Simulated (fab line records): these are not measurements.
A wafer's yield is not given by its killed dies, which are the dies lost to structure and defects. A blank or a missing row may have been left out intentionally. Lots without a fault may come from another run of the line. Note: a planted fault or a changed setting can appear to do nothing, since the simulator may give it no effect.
A lot that was struck, set against a sound lot | flow n5 finfet | 39 steps out of a route of 1938
Sound: these wafers, L911.1, L911.3, L911.5. The struck wafers were L918.2, L918.6. The cause comes at the end.
Each step with rows lists, per side, the tool, then ch with its chambers, then its first start. Under that, the readings that differ: sound wafers | struck wafers | difference of the means | sigmas: that difference in standard deviations of wafers without a fault.
alike: readings whose means differ by less than 2 such deviations, and words and numbers that are the same on both sides. not compared: withheld readings, readings that some wafer has no value for, bounds like >300 that may hide the same value, and numbers for which the record gives no deviation and whose values overlap.
The two part at a step that has a row with sigmas, a row that says differs or no value, or rows on one side only. When numbers do not overlap yet have no deviation, they are printed without sigmas and do not part them. A reading that every wafer of one side lacks parts them only if that side has two wafers or more.

first, 10 steps without rows for these wafers: N5_DUMMY_GATE_ETCH_23 (etches poly-Si in HBr/Cl2/O2, target depth 41 nm, time 22.3 s); N5_DUMMY_GATE_ETCH_44 (etches poly-Si in HBr/O2, stops on SiO2, target depth 127.5 nm); N5_DUMMY_GATE_ETCH_42 (etches SiO2 in CHF3/O2, target depth 3.5 nm, time 31 s); N5_DUMMY_GATE_STRIP_48 (strips in N2/H2, time 20 s); N5_DUMMY_GATE_PRECLEAN_33 (cleans in dHF, time 10 s); N5_DUMMY_GATE_PRECLEAN_25 (cleans in O3/DIW, time 45 s); N5_DUMMY_GATE_PRECLEAN_51 (cleans in SC2, time 45 s); N5_DUMMY_GATE_SRD_26 (time 30 s); N5_DUMMY_GATE_UV_OZONE_45 (time 120 s); N5_SPACER0_ALD_07 (deposits SiNx, target thk 2 nm).
N5_SPACER0_ALD_00: deposits SiOCN, target thk 3.5 nm, pulse time 3 s, purge time 2 s.
  sound on ald sin-04 ch 1,2,3, day 4 11:26; struck on ald sin-04 ch 1,2, day 6 01:10
  reading                                   | sound       | struck | difference | sigmas
  ald cycles                                | 58 58 58    | 34 34  | -24        |
  model.SiOCN_of_SPACER0_ALD_00.thk nm (nm) | 3.6 3.6 3.4 | 2 2    | -2         |
  alike: heater power outer w, heater power w, precursor pulse height rel
then, 25 steps without rows for these wafers: N5_SPACER0_ALD_08 (deposits SiNx, target thk 2 nm); N5_SD_EPI_N_COAT_32 (time 60 s, resist thk 350 nm); N5_SD_EPI_N_COAT_33 (time 60 s, resist thk 35 nm); N5_SD_EPI_N_COAT_03 (resist thk 150 nm); N5_SD_EPI_N_EBR_05; N5_SD_EPI_N_SOFTBAKE_04 (time 60 s); N5_SD_EPI_N_EXPOSE_06 (exposes mask SD N BLK, target cd 120 nm); N5_SD_EPI_N_PEB_07 (peb time 60 s); N5_SD_EPI_N_DEVELOP_08 (develop time 30 s); N5_SD_EPI_N_DESCUM_14 (chemistry O2, time 7.9 s); N5_SD_EPI_N_ETCH_34 (etches SiARC in CF4, target depth 45.5 nm, time 75.8 s); N5_SD_EPI_N_ETCH_35 (etches SOC in N2/H2, overetch 108 nm, time 486 s); N5_SD_EPI_N_STRIP_36 (strips in N2/H2); N5_SD_EPI_N_ETCHBACK_44 (etches SiNx in CH3F/O2, stops on SiO2, target depth 14.5 nm); N5_SD_EPI_N_ETCH_45 (etches SiOCN in CH3F/O2, target depth 6 nm); N5_SD_EPI_N_ETCH_16 (etches SiO2 in CHF3/O2, target depth 5 nm); N5_SD_EPI_N_STRIP_47 (strips in CHF3/O2); N5_SD_EPI_N_SD_RECESS_17 (chemistry HBr/Cl2/O2, target depth 41 nm, time 23.7 s, bt time 3 s); N5_SD_EPI_N_STRIP_38 (strips in N2/H2); N5_SD_EPI_N_WET_ETCH_43 (etches SiO2 in dHF, time 14 s, target depth 1.5 nm); N5_SD_EPI_N_STRIP_18 (strips in SPM, time 750 s); N5_SD_EPI_N_SRD_20 (time 30 s); N5_SD_EPI_N_PRECLEAN_48 (cleans in NF3:NH3, afs cycles 2, time 20 s, sublimation time 60 s); N5_SD_EPI_N_VAPOR_ETCH_50 (etches Si in HCl, time 54 s); N5_SD_EPI_N_EPI_21 (deposits Si:P, time 690 s).
N5_SD_EPI_P_PRECLEAN_32: cleans in dHF, time 10 s.
  sound on wet bench-04 ch 1,3,5, day 4 22:11; struck on wet bench-02 ch 0,1, day 6 10:14
  reading                                   | sound       | struck | difference | sigmas
  model.SiOCN_of_SPACER0_ALD_00.thk nm (nm) | 3.4 3.4 3.4 | 2 2    | -1         |
  alike: temp c
-- the record jumps here: 6 days lie between the struck wafers' starts before and after (it left off in module SD_EPI_P and takes up again in module BEOL_M4, whose first step shown is number 1111 of the route) --
N5_BEOL_M4_RC_MEAS_101:
  sound on prober-02 ch 0, day 10 15:21; struck on prober-01 ch 0, day 12 05:35
  reading            | sound              | struck      | difference | sigmas
  DIBL_N (mV/V)      | 36.4 36.2 35.3     | 47.0 46.9   | +11.0      | +9
  DIBL_P (mV/V)      | 36.1 36.4 35.2     | 45.6 46.0   | +9.9       | +7
  IOFF_N (nA/um)     | 0.146 0.148 0.132  | 0.475 0.481 | +0.336     | +17
  IOFF_N_85C (nA/um) | 2.9 2.9 2.6        | 7.7 7.6     | +4.9       | +15
  IOFF_N_LIN (nA/um) | 0.068 0.069 0.062  | 0.179 0.177 | +0.112     | +14
  IOFF_P (nA/um)     | 0.20 0.20 0.19     | 0.67 0.66   | +0.47      | +14
  IOFF_P_85C (nA/um) | 3.4 3.5 3.2        | 9.5 9.4     | +6.1       | +13
  IOFF_P_LIN (nA/um) | 0.095 0.095 0.092  | 0.261 0.259 | +0.166     | +13
  ION_N (uA/um)      | 672 671 666        | 749 751     | +80        | +8
  ION_P (uA/um)      | 464 460 464        | 518 516     | +54        | +7
  REXT_N (ohm.um)    | 75.7 76.7 75.4     | 66.3 66.5   | -9.5       | -5
  REXT_P (ohm.um)    | 104.1 103.9 102.8  | 85.3 85.8   | -18.0      | -7
  SS_N (mV/dec)      | 71.4 72.2 71.2     | 72.9 73.4   | +1.5       | +3
  SS_P (mV/dec)      | 73.2 73.5 72.3     | 75.4 75.1   | +2.2       | +4
  VT_N (mV)          | 250.4 251.3 252.5  | 230.8 230.8 | -20.6      | -8
  VT_N_LVT (mV)      | 99.9 98.8 100.4    | 81.1 81.6   | -18.4      | -7
  VT_P (mV)          | -252 -251 -252     | -229 -229   | +23        | +7
  VT_P_LVT (mV)      | -98.8 -99.4 -100.0 | -78.4 -78.7 | +20.8      | +8
-- here the record skips 4 days between the struck wafers' starts before and after, leaving off in module BEOL_M4 and picking up in module PASSIVATION (first step shown: number 1936 of the route) --
N5_PASSIVATION_PROBE_49:
  sound on prober-01, day 15 04:39; struck on prober-02, day 16 11:49
  reading                | sound          | struck      | difference | sigmas
  killed_at_M0_to_M3     | 27 11 30       | 43 71       | +34        | +3
  killed at contacts     | 27 18 20       | 6 11        | -13        | -2
  sort_bin_4_leakage (%) | 0 0 0          | 57.54 57.71 | +57.62     |
  sort n pass            | 1062 1077 1066 | 372 387     | -689       | -43
  sort yield pct (%)     | 90.0 91.3 90.3 | 31.5 32.8   | -58.4      | -42
  alike: defect limited yield, killed_at_M4_up, killed at front end, killed at other, killed dies, killed open, killed short, sort_bin_5_function, sort_bin_6_memory

## WHERE THEY PART
Earliest at N5_BEOL_M4_RC_MEAS_101; latest, in this record, at N5_PASSIVATION_PROBE_49.

WHY: what the simulator had put in
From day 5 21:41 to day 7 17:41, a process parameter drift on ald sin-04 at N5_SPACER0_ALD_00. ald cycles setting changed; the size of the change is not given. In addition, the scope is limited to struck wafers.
